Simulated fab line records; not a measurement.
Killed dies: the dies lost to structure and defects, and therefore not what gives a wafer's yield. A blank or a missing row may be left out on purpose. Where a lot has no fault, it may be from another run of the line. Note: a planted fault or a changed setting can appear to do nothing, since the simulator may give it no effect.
Chamber matching / flow nandHarc / rieDiel-06 running NHARC_P_BONDPAD_STRIP_15: 4 sister chambers
The step strips in O2. 20 wafers are shown with their chamber, then 10 later ones without.

== WAFERS PAIRED WITH THEIR CHAMBERS ==
wafer=L076.1; chamber=0; showerheadPlenumPTorr (Torr)=3.66; throttleValvePct (%)=17.034; oesProductAu (a.u.)=0.992
wafer=L076.2; chamber=2; showerheadPlenumPTorr (Torr)=3.69; throttleValvePct (%)=17.053; oesProductAu (a.u.)=1.002
wafer=L076.5; chamber=0; showerheadPlenumPTorr (Torr)=3.66; throttleValvePct (%)=17.034; oesProductAu (a.u.)=0.994
wafer=L075.4; chamber=0; showerheadPlenumPTorr (Torr)=3.66; throttleValvePct (%)=17.027; oesProductAu (a.u.)=1.004
wafer=L075.5; chamber=2; showerheadPlenumPTorr (Torr)=3.69; throttleValvePct (%)=17.053; oesProductAu (a.u.)=1.004
wafer=L075.6; chamber=3; showerheadPlenumPTorr (Torr)=3.65; throttleValvePct (%)=17.047; oesProductAu (a.u.)=1.015
wafer=L077.1; chamber=0; showerheadPlenumPTorr (Torr)=3.66; throttleValvePct (%)=17.033; oesProductAu (a.u.)=1.005
wafer=L077.5; chamber=1; showerheadPlenumPTorr (Torr)=3.37; throttleValvePct (%)=17.043; oesProductAu (a.u.)=1.007
wafer=L077.6; chamber=2; showerheadPlenumPTorr (Torr)=3.69; throttleValvePct (%)=17.038; oesProductAu (a.u.)=0.998
wafer=L079.1; chamber=3; showerheadPlenumPTorr (Torr)=3.65; throttleValvePct (%)=17.043; oesProductAu (a.u.)=1.001
wafer=L079.3; chamber=2; showerheadPlenumPTorr (Torr)=3.69; throttleValvePct (%)=17.044; oesProductAu (a.u.)=1.004
wafer=L079.4; chamber=1; showerheadPlenumPTorr (Torr)=3.37; throttleValvePct (%)=17.032; oesProductAu (a.u.)=1.006
wafer=L081.2; chamber=2; showerheadPlenumPTorr (Torr)=3.69; throttleValvePct (%)=17.036; oesProductAu (a.u.)=0.999
wafer=L081.4; chamber=3; showerheadPlenumPTorr (Torr)=3.64; throttleValvePct (%)=17.056; oesProductAu (a.u.)=1.003
wafer=L081.5; chamber=3; showerheadPlenumPTorr (Torr)=3.64; throttleValvePct (%)=17.041; oesProductAu (a.u.)=0.996
wafer=L082.1; chamber=1; showerheadPlenumPTorr (Torr)=3.37; throttleValvePct (%)=17.059; oesProductAu (a.u.)=1.004
wafer=L082.2; chamber=3; showerheadPlenumPTorr (Torr)=3.64; throttleValvePct (%)=17.037; oesProductAu (a.u.)=1.003
wafer=L082.3; chamber=2; showerheadPlenumPTorr (Torr)=3.69; throttleValvePct (%)=17.039; oesProductAu (a.u.)=1.002
wafer=L083.1; chamber=0; showerheadPlenumPTorr (Torr)=3.66; throttleValvePct (%)=17.031; oesProductAu (a.u.)=0.997
wafer=L083.4; chamber=1; showerheadPlenumPTorr (Torr)=3.37; throttleValvePct (%)=17.035; oesProductAu (a.u.)=1.006

SIGNATURES (means of the wafers above)
reading=showerheadPlenumPTorr; chamber 0=3.6600; chamber 1=3.3700; chamber 2=3.6900; chamber 3=3.6440; scatter within a chamber=0.00274
reading=throttleValvePct; chamber 0=17.03180; chamber 1=17.04225; chamber 2=17.04383; chamber 3=17.04480; scatter within a chamber=0.00778
reading=oesProductAu; chamber 0=0.99840; chamber 1=1.00575; chamber 2=1.00150; chamber 3=1.00360; scatter within a chamber=0.0048
Rule: for each reading, subtract the chamber's mean from the wafer's reading, divide by that reading's scatter and square the result; add these up over the readings and take the root, which gives the wafer's distance from the chamber. If the next closest chamber is less than 2 further off than the closest, the wafer can't be placed; otherwise it belongs to the closest. How the scatter is found: for the shown wafers, subtract from each reading the mean of its chamber, square and add these, divide the total by (wafers less chambers), then take the root.

== WAFERS WITH NO CHAMBER GIVEN ==
wafer=L083.6; showerheadPlenumPTorr (Torr)=3.37; throttleValvePct (%)=17.056; oesProductAu (a.u.)=1.006
wafer=L090.1; showerheadPlenumPTorr (Torr)=3.66; throttleValvePct (%)=17.033; oesProductAu (a.u.)=1.007
wafer=L090.2; showerheadPlenumPTorr (Torr)=3.69; throttleValvePct (%)=17.033; oesProductAu (a.u.)=1.006
wafer=L090.4; showerheadPlenumPTorr (Torr)=3.37; throttleValvePct (%)=17.031; oesProductAu (a.u.)=1.003
wafer=L092.1; showerheadPlenumPTorr (Torr)=3.66; throttleValvePct (%)=17.036; oesProductAu (a.u.)=0.995
wafer=L092.3; showerheadPlenumPTorr (Torr)=3.64; throttleValvePct (%)=17.043; oesProductAu (a.u.)=1.001
wafer=L092.4; showerheadPlenumPTorr (Torr)=3.69; throttleValvePct (%)=17.034; oesProductAu (a.u.)=1.005
wafer=L097.1; showerheadPlenumPTorr (Torr)=3.68; throttleValvePct (%)=17.052; oesProductAu (a.u.)=0.984
wafer=L097.2; showerheadPlenumPTorr (Torr)=3.66; throttleValvePct (%)=17.036; oesProductAu (a.u.)=0.987
wafer=L097.4; showerheadPlenumPTorr (Torr)=3.37; throttleValvePct (%)=17.048; oesProductAu (a.u.)=1.010

== EACH ONE'S CHAMBER ==
wafer=L083.6; from the rows above=1; in truth=1
wafer=L090.1; from the rows above=0; in truth=0
wafer=L090.2; from the rows above=2; in truth=2
wafer=L090.4; from the rows above=1; in truth=1
wafer=L092.1; from the rows above=0; in truth=0
wafer=L092.3; from the rows above=3; in truth=3
wafer=L092.4; from the rows above=2; in truth=2
wafer=L097.1; from the rows above=2; in truth=2
wafer=L097.2; from the rows above=0; in truth=0
wafer=L097.4; from the rows above=1; in truth=1
Correctly placed: 10 of 10. Left unplaced by these rows: 0. Number placed wrongly: 0.
